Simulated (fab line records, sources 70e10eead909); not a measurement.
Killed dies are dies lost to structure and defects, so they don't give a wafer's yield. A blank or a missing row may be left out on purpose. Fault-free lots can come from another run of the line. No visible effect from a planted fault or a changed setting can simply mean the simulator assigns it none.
Which tool is to blame?    flow nandHarc    14 lots, 42 wafers sampled, at 5 steps of a route of 1302

WHAT THE GAUGES SHOWED, per wafer
NHARC_P_M0_CD_MEAS_16.
lot   measured      on        cdNm (nm)
L558  day 6 07:46   cdSem-03  91.1 90.9 91.0
L557  day 6 08:28   cdSem-02  90.2 90.4 88.9
L559  day 6 19:40   cdSem-02  90.6 89.8 91.4
L560  day 7 11:11   cdSem-02  91.1 90.1 91.1
L561  day 7 21:50   cdSem-02  90.2 89.5 88.5
L562  day 8 02:40   cdSem-01  89.1 90.9 91.1
L569  day 11 00:21  cdSem-03  89.0 90.8 92.1
L570  day 11 14:16  cdSem-03  90.4 89.0 90.0
L571  day 12 02:42  cdSem-03  92.1 89.3 91.5
L572  day 12 05:27  cdSem-01  89.7 90.1 89.9
L574  day 13 08:41  cdSem-03  90.3 90.2 89.8
L575  day 13 15:03  cdSem-02  90.1 89.3 90.0
L576  day 14 02:58  cdSem-03  89.5 89.3 89.1
L579  day 15 12:29  cdSem-03  90.1 89.3 91.1

NHARC_P_M1_CD_MEAS_09: target cd 130 nm.
lot   measured      on        cdNm (nm)
L558  day 6 11:15   cdSem-03  130.9 130.5 130.5
L557  day 6 12:17   cdSem-01  129.1 128.7 129.5
L559  day 6 23:16   cdSem-03  129.3 129.2 129.5
L560  day 7 14:46   cdSem-01  131.2 129.9 130.5
L561  day 8 01:26   cdSem-03  130.1 129.8 130.7
L562  day 8 06:14   cdSem-02  129.3 130.0 129.4
L569  day 11 04:05  cdSem-02  97.5 97.2 97.3
L570  day 11 17:42  cdSem-03  105.7 105.9 106.0
L571  day 12 06:20  cdSem-01  130.5 130.1 129.9
L572  day 12 08:54  cdSem-02  129.1 130.2 129.3
L574  day 13 12:19  cdSem-03  127.6 128.8 128.3
L575  day 13 18:35  cdSem-03  128.5 129.2 129.1
L576  day 14 06:40  cdSem-03  130.8 131.1 130.8
L579  day 15 16:11  cdSem-02  129.8 129.8 128.8

NHARC_P_M1_INSPECT_11.
lot   measured      on                rawDefectCount
L558  day 6 11:22   defectInspect-01  4 7 5
L557  day 6 12:25   defectInspect-01  1 2 4
L559  day 6 23:24   defectInspect-02  6 3 4
L560  day 7 14:53   defectInspect-02  2 4 2
L561  day 8 01:33   defectInspect-02  2 5 2
L562  day 8 06:22   defectInspect-02  5 8 2
L569  day 11 04:13  defectInspect-01  3 2 1
L570  day 11 17:49  defectInspect-01  4 7 3
L571  day 12 06:27  defectInspect-02  0 5 2
L572  day 12 09:01  defectInspect-01  6 1 1
L574  day 13 12:26  defectInspect-02  6 5 9
L575  day 13 18:42  defectInspect-01  5 4 6
L576  day 14 06:48  defectInspect-02  7 6 7
L579  day 15 16:19  defectInspect-01  6 6 7

EACH LOT AND THE TOOL THAT RAN IT (in order: tool; ch and the chambers of the sampled wafers; start)
lot   NHARC_P_M0_PRE_CLEAN_29                 NHARC_P_M1_EXPOSE_06
L558  pvdSputter-03, day 6 11:07 or earlier   arfiScanner-01 ch 0, day 6 11:07
L557  pvdSputter-03, day 6 12:09 or earlier   arfiScanner-03 ch 0, day 6 12:09
L559  pvdSputter-01, day 6 23:08 or earlier   arfiScanner-01 ch 0, day 6 23:08
L560  pvdSputter-01, day 7 14:37 or earlier   arfiScanner-01 ch 0, day 7 14:37
L561  pvdSputter-03, day 8 01:17 or earlier   arfiScanner-02 ch 0, day 8 01:17
L562  pvdSputter-02, day 8 06:06 or earlier   arfiScanner-03 ch 0, day 8 06:06
L569  pvdSputter-03, day 11 03:56 or earlier  arfiScanner-03 ch 0, day 11 03:56
L570  pvdSputter-02, day 11 17:34 or earlier  arfiScanner-03 ch 0, day 11 17:34
L571  pvdSputter-02, day 12 06:11 or earlier  arfiScanner-02 ch 0, day 12 06:11
L572  pvdSputter-01, day 12 08:46 or earlier  arfiScanner-02 ch 0, day 12 08:46
L574  pvdSputter-02, day 13 12:11 or earlier  arfiScanner-02 ch 0, day 13 12:11
L575  pvdSputter-03, day 13 18:26 or earlier  arfiScanner-02 ch 0, day 13 18:26
L576  pvdSputter-02, day 14 06:32 or earlier  arfiScanner-01 ch 0, day 14 06:32
L579  pvdSputter-01, day 15 16:03 or earlier  arfiScanner-01 ch 0, day 15 16:03
- NHARC_P_M0_PRE_CLEAN_29: time 30 s.
- NHARC_P_M1_EXPOSE_06: exposes mask P M1, target cd 130 nm.

WHAT THE TOOLS THEMSELVES READ (means of the sampled wafers that have a number; where no wafer has one, the mark that the record gives instead)
NHARC_P_M0_PRE_CLEAN_29.
lot   tool           heaterPowerW (W)
L558  pvdSputter-03  374
L557  pvdSputter-03  399
L559  pvdSputter-01  364
L560  pvdSputter-01  379
L561  pvdSputter-03  384
L562  pvdSputter-02  426
L569  pvdSputter-03  392
L570  pvdSputter-02  433
L571  pvdSputter-02  447
L572  pvdSputter-01  422
L574  pvdSputter-02  457
L575  pvdSputter-03  406
L576  pvdSputter-02  438
L579  pvdSputter-01  435

NHARC_P_M1_EXPOSE_06.
lot   tool            exposureDoseMJCm2
L558  arfiScanner-01  81.87
L557  arfiScanner-03  81.69
L559  arfiScanner-01  81.81
L560  arfiScanner-01  81.91
L561  arfiScanner-02  81.76
L562  arfiScanner-03  81.76
L569  arfiScanner-03  48.05
L570  arfiScanner-03  54.75
L571  arfiScanner-02  81.81
L572  arfiScanner-02  81.84
L574  arfiScanner-02  81.73
L575  arfiScanner-02  81.88
L576  arfiScanner-01  81.87
L579  arfiScanner-01  81.77

THE ANSWER, worked out from the rows above alone
Rule: what is usual is taken from the lots themselves. The widest of any qualifying gaps counts: lots, ordered by their means at a reading, are off when they make up no more than a third of the lots, leave a main group of 4 or more, and stand apart from it by 3 or more times the standard deviation of that group's means. The tables above print the reading to a certain number of digits; a main group whose means all agree to those digits is not used. A lot without any number at a reading at which 4 lots or more have one is off too. The other lots that the step has rows for count as sound. Order of review: gauges by route order, followed by the tools' own readings, for which a lot's mean as printed above is used. The first step at which some lot is off is used, and at that step the reading that is off furthest; a lot without a number counts as furthest.
Off at NHARC_P_M1_CD_MEAS_09 (cdNm): L569, L570. The main group: mean 129.7 nm, standard deviation 0.75.
A tool fits if, at a process step before that reading, it ran every lot that is off, and no sound lot after the first of them. The gauges at NHARC_P_M1_CD_MEAS_09 aren't tried: what is off there is off at NHARC_P_M1_EXPOSE_06 too, on other tools, and a gauge's error can't cause that. Because NHARC_P_M0_PRE_CLEAN_29 lacks a start for some lots, the hours and order of its lots are taken from NHARC_P_M1_EXPOSE_06. One candidate fits, namely arfiScanner-03 at NHARC_P_M1_EXPOSE_06. A fault onset in the window from L562 (day 8 06:06, its last sound lot) to L569 (day 11 03:56, its first lot off) fits.
On the lots that are off, the tool's own readings at NHARC_P_M1_EXPOSE_06 differ by more than 5 times the standard deviation of the sound lots' means, which bears it out; exposureDoseMJCm2 reads 51.40 there versus 81.81 on the sound lots.

WHAT HAD BEEN PUT IN BY THE SIMULATOR
Drift in process parameters on arfiScanner-03 at NHARC_P_M1_EXPOSE_06, starting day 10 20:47. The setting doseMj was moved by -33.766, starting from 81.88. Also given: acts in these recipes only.
Struck lots among those shown: L569, L570. This agrees with what the rule above found.
